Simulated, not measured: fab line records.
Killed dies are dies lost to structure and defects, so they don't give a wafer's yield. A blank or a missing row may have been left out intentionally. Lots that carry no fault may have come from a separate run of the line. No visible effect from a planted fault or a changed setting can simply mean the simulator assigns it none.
A struck lot beside a sound one || flow n5 finfet || 38 steps out of a route of 1938
Sound: the wafers L512.2, L512.4, L512.6. Struck: wafer L504.2; the same lot's L504.6 was not struck, so it is left out; see the end for the cause.
Each step with rows lists, per side, the tool, then ch with its chambers, then its first start. Under that, the readings that differ: sound wafers || struck wafers || difference of the means || sigmas: that difference in standard deviations of wafers without a fault.
alike: a reading whose means differ by less than 2 such deviations, as well as words and numbers matching on both sides. not compared: withheld readings; readings where some wafer has no value; bounds like >300 that might hide an equal value; numbers whose values overlap and for which the record gives no deviation.
A row with sigmas, a row that says differs or no value, or rows on one side alone: a step with any of these is where the two part. Non-overlapping numbers with no deviation appear without sigmas and do not part them. A reading missing from all wafers of one side parts the sides only when that side holds two or more wafers.

first, 9 steps without rows for these wafers: N5_BEOL_M14_SOFTBAKE_23 (time 60 s); N5_BEOL_M14_EXPOSE_25 (exposes mask M14, target cd 280 nm); N5_BEOL_M14_PEB_26 (peb time 90 s); N5_BEOL_M14_DEVELOP_27 (develop time 45 s); N5_BEOL_M14_HARDBAKE_32 (time 120 s); N5_BEOL_M14_DESCUM_33 (chemistry O2, time 7.9 s); N5_BEOL_M14_ETCH_67 (etches SiARC in CF4, target depth 143 nm, time 238.3 s); N5_BEOL_M14_ETCH_68 (etches SOC in N2/H2, time 450 s); N5_BEOL_M14_STRIP_69 (strips in N2/H2).
N5_BEOL_M14_TRENCH_ETCH_34: etches SiO2 in C4F8/O2/Ar, target depth 556.65 nm, time 126.9 s.
  sound on rie diel-04 ch 1,2,3, day 19 08:02; struck on rie diel-01 ch 3, day 16 15:19
{"reading": "drypump motor current A (A)", "sound": "5.5 6.5 5.9", "struck": 4.9, "difference": -1.1, "sigmas": -3}
{"reading": "oes product au (a.u.)", "sound": "0.73 0.78 0.80", "struck": 1.07, "difference": "+0.30", "sigmas": "+5"}
{"reading": "model.etch.depth nm (nm)", "sound": "534.5 572 565.8", "struck": 841.7, "difference": "+284.3", "sigmas": ""}
  alike: he inner torr, rf vpp V, showerhead plenum p Torr, throttle valve pct
  not compared: rf hours counter h
then, 1 step without rows for these wafers: N5_BEOL_M14_STRIP_70 (strips in C4F8/O2/Ar).
N5_BEOL_M14_OCD_MEAS_35:
  sound on ocd-02, day 19 08:12; struck on ocd-02, day 16 15:28
{"reading": "trench depth nm (nm)", "sound": "534 572 566", "struck": 842, "difference": "+285", "sigmas": "+19"}
then, 11 steps without rows for these wafers: N5_BEOL_M14_STRIP_37 (strips in O2); N5_BEOL_M14_ETCH_38 (etches SiCN in CF4/N2, target depth 106.5 nm, time 120.6 s); N5_BEOL_M14_PRECLEAN_39 (cleans in residue remover, time 60 s); N5_BEOL_M14_SRD_40 (time 30 s, dry time 30 s); N5_BEOL_M14_DEGAS_41 (time 60 s); N5_BEOL_M14_PRE_CLEAN_42 (time 30 s); N5_BEOL_M14_SPUTTER_43 (material TaN, target thk 15 nm, time 24.19 s); N5_BEOL_M14_SPUTTER_44 (material Ta, target thk 15 nm, time 24.19 s); N5_BEOL_M14_SPUTTER_45 (material Cu, target thk 100 nm, time 16.67 s); N5_BEOL_M14_ECD_47 (material Cu, target thk 1248 nm); N5_BEOL_M14_ANNEAL_48 (time 90 s).
N5_BEOL_M14_CMP_49: polishes, stops on SiO2, t overpolish 5.2 s, target thk 560 nm.
  sound on cmp-01 ch 0,1,2, day 19 10:25; struck on cmp-03 ch 0, day 16 21:17
{"reading": "motor current A (A)", "sound": "7.9 8.6 8.7", "struck": 7.1, "difference": -1.3, "sigmas": -3}
{"reading": "model.Cu_of_BEOL_M14_ECD_47.thk nm (nm)", "sound": "538.8 576.2 570.2", "struck": 845.4, "difference": "+283.7", "sigmas": ""}
  alike: barrier field endpoint s, overpolish run s, time to endpoint s
N5_BEOL_M14_THK_MEAS_50: measures by xrf.
  sound on film metro-02, day 19 10:38; struck on film metro-02, day 16 21:28
{"reading": "M14_THK (nm)", "sound": "560 600 594", "struck": 887, "difference": "+302", "sigmas": "+19"}
then, 2 steps without rows for these wafers: N5_BEOL_M14_PRE_CLEAN_52 (time 15 s); N5_BEOL_M14_DEP_53 (deposits SiCN from 3MS/NH3, target thk 50 nm, time 17.8 s).
N5_BEOL_M14_RS_MEAS_54: a four-point-probe measurement.
  sound on film metro-01, day 19 10:46; struck on film metro-01, day 16 21:35
{"reading": "M14_RS (ohm/sq)", "sound": "0.0345 0.0323 0.0326", "struck": 0.0218, "difference": -0.0113, "sigmas": -13}
then, 9 steps without rows for these wafers: N5_BEOL_M15_ILD_DEP_00 (deposits SiO2 from TEOS/O2, target thk 1629.3 nm, time 346.1 s); N5_BEOL_M15_COAT_58 (time 60 s, resist thk 89 nm); N5_BEOL_M15_COAT_04 (resist thk 800 nm); N5_BEOL_M15_EBR_06; N5_BEOL_M15_SOFTBAKE_05 (time 60 s); N5_BEOL_M15_EXPOSE_07 (exposes mask V14); N5_BEOL_M15_PEB_08 (peb time 90 s); N5_BEOL_M15_DEVELOP_09 (develop time 45 s); N5_BEOL_M15_HARDBAKE_14 (time 120 s).
N5_BEOL_M15_RC_MEAS_101:
  sound on prober-01 ch 0, day 19 18:58; struck on prober-01 ch 0, day 17 03:34
{"reading": "SERP_M14 (ohm/um)", "sound": "0.166 0.158 0.158", "struck": 0.104, "difference": -0.057, "sigmas": -12}
{"reading": "SERP_M14_max_site (ohm/um)", "sound": "0.167 0.161 0.159", "struck": 0.106, "difference": -0.056, "sigmas": -12}
  alike: COMB_M10, COMB_M11, COMB_M12, COMB_M12_max_site, COMB_M13, COMB_M15, COMB_M5, COMB_M6, COMB_M7, COMB_M8, COMB_M9, SERP_M10, SERP_M11, SERP_M12, SERP_M13, SERP_M13_max_site, SERP_M5, SERP_M6, SERP_M7, SERP_M8, SERP_M9, SERP_M9_max_site

WHERE THEY PART
Earliest at N5_BEOL_M14_TRENCH_ETCH_34; latest, in this record, at N5_BEOL_M15_RC_MEAS_101.

WHY: whatever the simulator had introduced
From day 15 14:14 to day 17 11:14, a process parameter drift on rie diel-01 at N5_BEOL_M14_TRENCH_ETCH_34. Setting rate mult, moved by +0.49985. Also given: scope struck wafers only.
